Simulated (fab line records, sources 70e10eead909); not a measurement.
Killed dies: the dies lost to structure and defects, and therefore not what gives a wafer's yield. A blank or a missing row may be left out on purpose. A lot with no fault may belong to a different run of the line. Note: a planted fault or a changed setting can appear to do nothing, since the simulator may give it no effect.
fab line records    flow nand-harc    part 2 of 2: steps 26 to 36 of 36
record: lots: 5  wafers: 15  last-day: 31
route steps=1302 shown A_CONTACT@1008
lots that met no fault: taken from a fault-free run of the same line
start-h: start of the lot's first displayed wafer, in hours after the record's first day    wait-h: time in hours since the lot's previous step    " identical to the entry in the row above    L1.1+2: several wafers, shown together as one row    - no value, or no start given    * or withheld: withheld    < > ~ a bound
route shown NAME@n: names a module that has steps shown in the file, with the first one's number in the route    usual: mean/standard deviation of fault-free wafers    same: alike in all rows    chamber/n: place in a boat    sites: readings site by site    _std_site: standard deviation across them    _edge_site: inner sites' mean taken away from outer sites' mean    radius-mm: for every site, how far away it sits from the centre of the wafer    mask NAME#n: copy n    behind: the most recent tool/chamber to have shaped the wafer    hold: reason for holding the lot/hours on hold/outcome of the hold    device: the transistor (n, p or np) that didn't switch    end of line: the tests these same wafers got at the end of their route    step lacking rows: just its recipe    killed: count of dies lost to structure and defects at first sort (not the wafer's yield)    map: per-die view of a wafer (x killed, . not killed, _ where there is no die)
set.NAME: setting as actually run; set.NAME@STEP: the setting as run at that earlier step    model.NAME: the simulator's own value behind a step, which no gauge read
a table for each step, a row for each wafer; lots at some steps of the route
services: from which hour (start-h, from the record's first day; less than 0 if before it) a tool's chamber was out of use, for how many hours, and why
== steps ==
step: NHARC_A_CONTACT_COAT_63
recipe: spin-rpm: 1500  resist-thk-nm: 90
lot.wafer   tool            chamber  start-h  wait-h
L074.1+4+6  litho-track-01  0        -        -
L083.1+5+6  litho-track-04  0        -        -
L084.1+2+5  litho-track-04  0        -        -
L086.1+2+3  litho-track-06  0        -        -
L092.1+2+6  litho-track-06  0        -        -
step: NHARC_A_CONTACT_SOFTBAKE_64
recipe: temp-c: 105  time-s: 55
lot.wafer   tool            chamber  start-h  wait-h
L074.1+4+6  litho-track-01  0        -        -
L083.1+5+6  litho-track-04  0        -        -
L084.1+2+5  litho-track-04  0        -        -
L086.1+2+3  litho-track-06  0        -        -
L092.1+2+6  litho-track-06  0        -        -
step: NHARC_A_CONTACT_EBR_65
lot.wafer   tool            chamber  start-h  wait-h
L074.1+4+6  litho-track-01  0        -        -
L083.1+5+6  litho-track-04  0        -        -
L084.1+2+5  litho-track-04  0        -        -
L086.1+2+3  litho-track-06  0        -        -
L092.1+2+6  litho-track-06  0        -        -
step: NHARC_A_CONTACT_EXPOSE_66
recipe: na: 1.35  sigma-outer: 0.8  dose-mj: 59.02  mask-id: A_CC_2
lot.wafer   tool             chamber  start-h  wait-h  mask
L074.1+4+6  arfi-scanner-02  0        501.60   -       A_CC_2#0
L083.1+5+6  arfi-scanner-01  0        589.33   -       A_CC_2#0
L084.1+2+5  arfi-scanner-03  0        589.84   -       A_CC_2#0
L086.1+2+3  arfi-scanner-03  0        619.12   -       A_CC_2#0
L092.1+2+6  arfi-scanner-03  0        681.77   -       A_CC_2#0
step: NHARC_A_CONTACT_PEB_67
recipe: peb-temp-c: 100  peb-time-s: 65
lot.wafer   tool            chamber  start-h  wait-h
L074.1+4+6  litho-track-04  0        501.66   0.1
L083.1+5+6  litho-track-06  0        589.39   0.1
L084.1+2+5  litho-track-06  0        589.90   0.1
L086.1+2+3  litho-track-01  0        619.18   0.1
L092.1+2+6  litho-track-06  0        681.83   0.1
step: NHARC_A_CONTACT_DEVELOP_68
recipe: develop-time-s: 35  dev-temp-c: 23
lot.wafer   tool            chamber  start-h  wait-h
L074.1+4+6  litho-track-04  0        -        -
L083.1+5+6  litho-track-06  0        -        -
L084.1+2+5  litho-track-06  0        -        -
L086.1+2+3  litho-track-01  0        -        -
L092.1+2+6  litho-track-06  0        -        -
step: NHARC_A_CONTACT_CD_MEAS_69
recipe: target-cd-nm: 300  landing-energy-ev: 500
usual: cd-nm: 299.8/0.66
lot.wafer  tool       chamber  start-h  wait-h  cd-nm
L074.1     cd-sem-01  0        501.74   -       300.3
L074.4     "          0        "        "       300.5
L074.6     "          0        "        "       299.7
L083.1     cd-sem-01  0        589.47   -       299.6
L083.5     "          0        "        "       298.8
L083.6     "          0        "        "       299.3
L084.1     cd-sem-03  0        589.97   -       298.6
L084.2     "          0        "        "       299.9
L084.5     "          0        "        "       298.8
L086.1     cd-sem-02  0        619.26   -       300.2
L086.2     "          0        "        "       300.4
L086.3     "          0        "        "       300.5
L092.1     cd-sem-03  0        681.91   -       300.1
L092.2     "          0        "        "       299.7
L092.6     "          0        "        "       299.9
step: NHARC_A_CONTACT_OVL_MEAS_70
usual: overlay-x-nm: 0.1/0.66  overlay-y-nm: -0.2/0.9
lot.wafer  tool        chamber  start-h  wait-h  overlay-x-nm  overlay-y-nm
L074.1     overlay-02  -        501.83   -       1.6           -1.9
L074.4     "           -        "        "       1.2           -1.3
L074.6     "           -        "        "       1.5           -1.3
L083.1     overlay-01  -        589.56   -       0.2           -1.1
L083.5     "           -        "        "       0.8           -0.3
L083.6     "           -        "        "       0.3           -0.8
L084.1     overlay-02  -        590.06   -       0.5           0.3
L084.2     "           -        "        "       0.3           0.7
L084.5     "           -        "        "       0.9           0.2
L086.1     overlay-02  -        619.35   -       0.2           0.4
L086.2     "           -        "        "       0.6           0.9
L086.3     "           -        "        "       -0.4          0.7
L092.1     overlay-02  -        682.00   -       0.1           -2.1
L092.2     "           -        "        "       0.4           -1.4
L092.6     "           -        "        "       1.0           -1.3
step: NHARC_A_CONTACT_INSPECT_71
usual: raw-defect-count: 82/37
lot.wafer  tool               chamber  start-h  wait-h  raw-defect-count
L074.1     defect-inspect-01  -        501.86   0.0     11
L074.4     "                  -        "        "       14
L074.6     "                  -        "        "       15
L083.1     defect-inspect-01  -        589.59   0.0     89
L083.5     "                  -        "        "       85
L083.6     "                  -        "        "       98
L084.1     defect-inspect-02  -        590.10   0.0     79
L084.2     "                  -        "        "       91
L084.5     "                  -        "        "       76
L086.1     defect-inspect-02  -        619.38   0.0     122
L086.2     "                  -        "        "       124
L086.3     "                  -        "        "       138
L092.1     defect-inspect-02  -        682.04   0.0     58
L092.2     "                  -        "        "       61
L092.6     "                  -        "        "       53
step: NHARC_A_CONTACT_DESCUM_74
recipe: time-s: 3  o2-flow-sccm: 200  ar-flow-sccm: 0  bias-power-w: 0  chemistry: O2
usual: drypump-motor-current-A: 5.8/0.52  oes-product-au: 1.002/0.01  rf-vpp-V: 57.6/1  showerhead-plenum-p-Torr: 1.88/0.1  throttle-valve-pct: 11.311/0.0096
lot.wafer  tool         chamber  start-h  wait-h  drypump-motor-current-A  oes-product-au  rf-hours-counter-h  rf-vpp-V  showerhead-plenum-p-Torr  throttle-valve-pct
L074.1     rie-diel-13  0        501.93   0.1     6.5                      1.008           26                  57.8      2.03                      11.310
L074.4     "            1        "        "       5.2                      0.992           25                  56.9      1.79                      11.305
L074.6     "            3        "        "       5.2                      1.010           -                   55.0      1.81                      11.314
L083.1     rie-diel-13  2        589.67   0.1     5.9                      1.000           11                  56.1      1.80                      11.305
L083.6     "            0        "        "       6.5                      0.999           -                   57.7      2.03                      11.324
L083.5     "            1        "        "       5.2                      0.986           -                   57.4      1.78                      11.318
L084.1     rie-diel-10  2        590.17   0.1     5.5                      1.013           50                  56.6      2.06                      11.314
L084.2     "            3        "        "       6.2                      1.006           50                  58.4      1.92                      11.307
L084.5     "            1        "        "       6.1                      0.988           -                   57.0      1.84                      11.323
L086.3     rie-diel-10  1        619.44   0.1     6.1                      1.000           2                   56.9      1.84                      11.310
L086.2     "            3        "        "       6.2                      1.012           1                   58.7      1.92                      11.312
L086.1     "            0        "        "       6.3                      1.013           2                   58.1      1.87                      11.322
L092.1     rie-diel-10  1        682.11   0.1     6.1                      1.002           23                  56.8      1.83                      11.323
L092.2     "            2        "        "       5.5                      1.019           17                  58.4      2.05                      11.307
L092.6     "            0        "        "       6.3                      1.006           -                   58.1      1.86                      11.304
step: NHARC_A_CONTACT_ETCH_75
recipe: target-depth-a: 390  over-etch-frac: 0.3  time-s: 65  ion-energy-ev: 80  cf4-flow-sccm: 150  ar-flow-sccm: 0  rf-w: 300  bias-w: 100  chemistry: CF4
usual: drypump-motor-current-A: 5.8/0.49  oes-product-au: 1.001/0.011  rf-vpp-V: 150.9/1.3  showerhead-plenum-p-Torr: 1.74/0.082  throttle-valve-pct: 13.284/0.0096
lot.wafer  tool         chamber  start-h  wait-h  drypump-motor-current-A  oes-product-au  rf-hours-counter-h  rf-vpp-V  showerhead-plenum-p-Torr  throttle-valve-pct
L074.1     rie-diel-13  1        502.02   0.1     5.1                      0.990           25                  149.1     1.66                      13.280
L074.6     "            1        "        "       5.2                      0.986           -                   150.3     1.66                      13.281
L074.4     "            2        "        "       5.8                      1.010           -                   151.3     1.68                      13.297
L083.1     rie-diel-13  3        589.76   0.1     5.2                      0.993           11                  150.8     1.68                      13.283
L083.6     "            0        "        "       6.5                      0.995           -                   153.7     1.87                      13.292
L083.5     "            1        "        "       5.2                      0.988           -                   150.7     1.66                      13.270
L084.1     rie-diel-10  1        590.25   0.1     6.1                      1.001           56                  151.0     1.71                      13.283
L084.2     "            3        "        "       6.1                      1.022           50                  152.1     1.77                      13.274
L084.5     "            1        "        "       6.1                      1.000           -                   151.6     1.71                      13.273
L086.3     rie-diel-10  3        619.53   0.1     6.1                      1.000           1                   151.7     1.77                      13.299
L086.2     "            0        "        "       6.3                      1.007           2                   150.0     1.73                      13.301
L086.1     "            1        "        "       6.1                      0.999           2                   149.0     1.71                      13.299
L092.2     rie-diel-10  2        682.20   0.1     5.5                      1.009           17                  152.5     1.89                      13.299
L092.1     "            3        "        "       6.2                      1.010           22                  150.4     1.77                      13.287
L092.6     "            1        "        "       6.1                      0.995           -                   150.9     1.70                      13.276
== services ==
tool             chamber  start-h  hours  kind
acl-dep-03       -        483.10   13.0   pm
har-cap-etch-01  -        498.78   17.0   pm
litho-track-01   -        505.00   7.0    pm
arfi-scanner-03  -        506.01   9.4    repair
pecvd-03         0        510.37   4.9    repair
wet-bench-07     -        512.00   8.0    pm
rie-diel-13      2        515.42   8.9    repair
rie-diel-13      -        519.50   9.0    pm
litho-track-06   -        529.00   7.0    pm
arfi-scanner-03  -        540.00   4.0    pm
har-cap-etch-03  -        551.01   1.0    repair
litho-track-04   -        553.00   7.0    pm
rie-diel-13      0        581.21   2.0    repair
rie-diel-10      2        582.99   5.5    repair
rie-diel-10      -        602.53   9.0    pm
rie-diel-11      -        614.31   9.0    pm
rie-diel-10      2        621.33   14.7   repair
rie-diel-11      1        633.94   10.6   repair
rie-diel-13      2        656.08   23.4   repair
rie-diel-13      0        658.12   8.8    repair
rie-diel-13      -        661.48   13.2   repair
litho-track-01   -        680.00   7.0    pm
har-cap-etch-02  -        680.07   1.0    repair
rie-diel-13      -        681.11   1.4    repair
